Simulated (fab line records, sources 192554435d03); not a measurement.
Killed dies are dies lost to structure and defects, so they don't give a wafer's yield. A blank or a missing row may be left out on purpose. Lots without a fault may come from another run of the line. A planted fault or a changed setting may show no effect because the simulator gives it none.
Which tool did it? | flow n5_finfet | 12 lots, 36 wafers sampled, at 3 steps of a route of 1938

WHAT THE GAUGES READ, wafer by wafer
N5_BEOL_M3_RS_MEAS_58: measures by four-point-probe.
lot  | measured     | on            | M3_RS (ohm/sq)
L075 | day 7 20:29  | film_metro-02 | 0.64 0.68 0.66
L077 | day 8 19:15  | film_metro-01 | 0.67 0.66 0.62
L078 | day 8 21:10  | film_metro-01 | 0.66 0.63 0.59
L081 | day 9 04:08  | film_metro-01 | 0.70 0.63 0.59
L082 | day 9 08:16  | film_metro-01 | 0.77 0.71 0.70
L085 | day 10 06:52 | film_metro-01 | 0.69 0.68 0.65
L087 | day 10 23:03 | film_metro-02 | 0.62 0.62 0.60
L089 | day 11 06:43 | film_metro-01 | 0.70 0.69 0.63
L090 | day 11 14:29 | film_metro-02 | 0.70 0.73 0.67
L093 | day 12 15:14 | film_metro-02 | 0.68 0.67 0.63
L094 | day 13 06:34 | film_metro-02 | 0.67 0.63 0.64
L097 | day 13 10:11 | film_metro-01 | 0.64 0.64 0.64

WHICH TOOL RAN EACH LOT (tool, then ch and the chambers of the sampled wafers, then the start)
lot  | N5_BEOL_M3_SPUTTER_81        | N5_BEOL_M3_CO_CAP_55
L075 | pvd_sputter-01, day 7 18:02  | cvd_co-01 ch 0,1,2, day 7 20:17
L077 | pvd_sputter-01, day 8 16:53  | cvd_co-02 ch 0,1, day 8 19:04
L078 | pvd_sputter-01, day 8 18:44  | cvd_co-01 ch 0,2, day 8 20:59
L081 | pvd_sputter-03, day 9 01:46  | cvd_co-01 ch 0,1,2, day 9 03:57
L082 | pvd_sputter-03, day 9 05:36  | cvd_co-01 ch 1,2, day 9 08:05
L085 | pvd_sputter-02, day 10 04:26 | cvd_co-01 ch 0,2, day 10 06:39
L087 | pvd_sputter-01, day 10 20:41 | cvd_co-01 ch 0,1, day 10 22:52
L089 | pvd_sputter-03, day 11 04:13 | cvd_co-01 ch 0,1,2, day 11 06:31
L090 | pvd_sputter-03, day 11 12:07 | cvd_co-02 ch 1,2, day 11 14:19
L093 | pvd_sputter-03, day 12 12:52 | cvd_co-02 ch 0,2, day 12 15:03
L094 | pvd_sputter-03, day 13 04:05 | cvd_co-02 ch 0,1, day 13 06:21
L097 | pvd_sputter-03, day 13 07:39 | cvd_co-02 ch 0,1,2, day 13 09:58
- N5_BEOL_M3_SPUTTER_81: material Cu, target thk 4.5 nm, time 8.29 s.
- N5_BEOL_M3_CO_CAP_55: material Co, precursor CCTBA/H2, target thk 2 nm, time 102.1 s.

THE ANSWER, worked out from the rows above alone
Rule: what is usual is taken from the lots themselves. Put in order of their means at a reading, lots are off if they are a third of the lots or fewer, leave a main group of 4 or more, and stand apart from it by a gap of 3 or more times the standard deviation of the main group's means; of several such gaps the widest counts. A main group whose means are all the same, to the digits that the tables above print for the reading, isn't used. A lot without any number at a reading at which 4 lots or more have one is off too. The other lots that the step has rows for count as sound.
No lot is off at any reading shown: from this, nothing can be told.

WHAT THE SIMULATOR HAD PUT IN
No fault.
